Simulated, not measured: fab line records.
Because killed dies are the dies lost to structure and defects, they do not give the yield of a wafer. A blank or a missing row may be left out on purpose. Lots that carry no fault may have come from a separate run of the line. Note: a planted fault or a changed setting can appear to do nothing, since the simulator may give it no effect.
Which of the tools did it? | flow nand harc | 11 lots, 33 wafers sampled, at 4 steps of a route of 1302

## WHAT THE GAUGES READ, wafer by wafer
NHARC_P_M0_INSPECT_27.
lot  | measured     | on                | raw defect count
L997 | day 6 02:16  | defect inspect-01 | 178 272 257
L998 | day 6 18:22  | defect inspect-02 | 523 230 506
L107 | day 10 12:14 | defect inspect-02 | 225 154 152
L108 | day 10 20:13 | defect inspect-02 | 252 268 222
L110 | day 11 13:43 | defect inspect-01 | 278 203 265
L114 | day 13 19:16 | defect inspect-02 | 1221 1312 1381
L117 | day 14 06:17 | defect inspect-02 | 243 171 131
L116 | day 14 06:56 | defect inspect-02 | 152 196 258
L118 | day 14 18:50 | defect inspect-02 | 502 456 360
L120 | day 15 11:05 | defect inspect-02 | 244 274 174
L119 | day 15 11:14 | defect inspect-02 | 564 251 370

## WHAT TOOL EACH LOT RAN ON (gives the tool, then ch and the chambers of the sampled wafers, and finally the start)
lot  | NHARC_P_M0_DESCUM_14               | NHARC_P_M0_ETCH_34                 | NHARC_P_M0_CMP_23
L997 | rie diel-08 ch 0,3, day 5 23:48    | rie diel-08 ch 2,3, day 5 23:53    | cmp-03 ch 0,1,2, day 6 01:49
L998 | rie diel-08 ch 0,2,3, day 6 15:53  | rie diel-08 ch 1,2, day 6 15:59    | cmp-01 ch 1,3, day 6 17:53
L107 | rie diel-08 ch 0,2,3, day 10 09:44 | rie diel-08 ch 0,1,3, day 10 09:50 | cmp-01 ch 0,1,3, day 10 11:48
L108 | rie diel-04 ch 0,2,3, day 10 17:43 | rie diel-04 ch 2,3, day 10 17:49   | cmp-01 ch 0,1, day 10 19:44
L110 | rie diel-08 ch 0,2, day 11 11:15   | rie diel-08 ch 0,3, day 11 11:20   | cmp-02 ch 0,2,3, day 11 13:15
L114 | rie diel-07 ch 1,3, day 13 16:47   | rie diel-07 ch 1,3, day 13 16:53   | cmp-01 ch 2,3, day 13 18:49
L117 | rie diel-08 ch 0,2,3, day 14 03:49 | rie diel-08 ch 0,1,2, day 14 03:53 | cmp-03 ch 1,2, day 14 05:51
L116 | rie diel-08 ch 0,1,3, day 14 04:28 | rie diel-08 ch 0,1,2, day 14 04:33 | cmp-03 ch 1,2, day 14 06:28
L118 | rie diel-07 ch 1,2, day 14 16:23   | rie diel-07 ch 2,3, day 14 16:28   | cmp-03 ch 1,2, day 14 18:24
L120 | rie diel-04 ch 0,1, day 15 08:32   | rie diel-04 ch 0,2,3, day 15 08:41 | cmp-02 ch 0,1,3, day 15 10:37
L119 | rie diel-04 ch 1,2, day 15 08:43   | rie diel-04 ch 0,1, day 15 08:50   | cmp-03 ch 1,2,3, day 15 10:46
- NHARC_P_M0_DESCUM_14: chemistry O2, time 3 s.
- NHARC_P_M0_ETCH_34: etches the open film in N2/H2, target depth 40 nm, overetch 12 nm, time 43.94 s.
- NHARC_P_M0_CMP_23: polishes, t overpolish 20 s, target thk 117.54 nm.

## THE ANSWER, worked out from the rows above alone
Rule: the lots themselves supply what counts as usual. Put in order of their means at a reading, lots are off if they are a third of the lots or fewer, leave a main group of 4 or more, and stand apart from it by a gap of 3 or more times the standard deviation of the main group's means; of several such gaps the widest counts. If all means in a main group match to the digits the tables above print for the reading, that group is not used. Also off: a lot with no number at a reading for which 4 or more lots have one. The other lots that the step has rows for count as sound.
Off: L114, at NHARC_P_M0_INSPECT_27 (raw defect count). Mean 278 and standard deviation 95 in the main group.
A tool fits if, at a process step before that reading, it ran every lot that is off, and no sound lot after the first of them. Those tools and the gauges at NHARC_P_M0_INSPECT_27 are tried in the same way. One fits: cmp-01 at NHARC_P_M0_CMP_23. Its last sound lot is L108 (day 10 19:44), its first lot that is off L114 (day 13 18:49): a fault that began between those two fits.

## WHAT WAS PUT IN BY THE SIMULATOR
Chamber particle source: cmp-01, from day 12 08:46 on, at NHARC_P_M0_CMP_23. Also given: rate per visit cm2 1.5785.
Shown lots that were struck: L114. The same result came from the rule above.
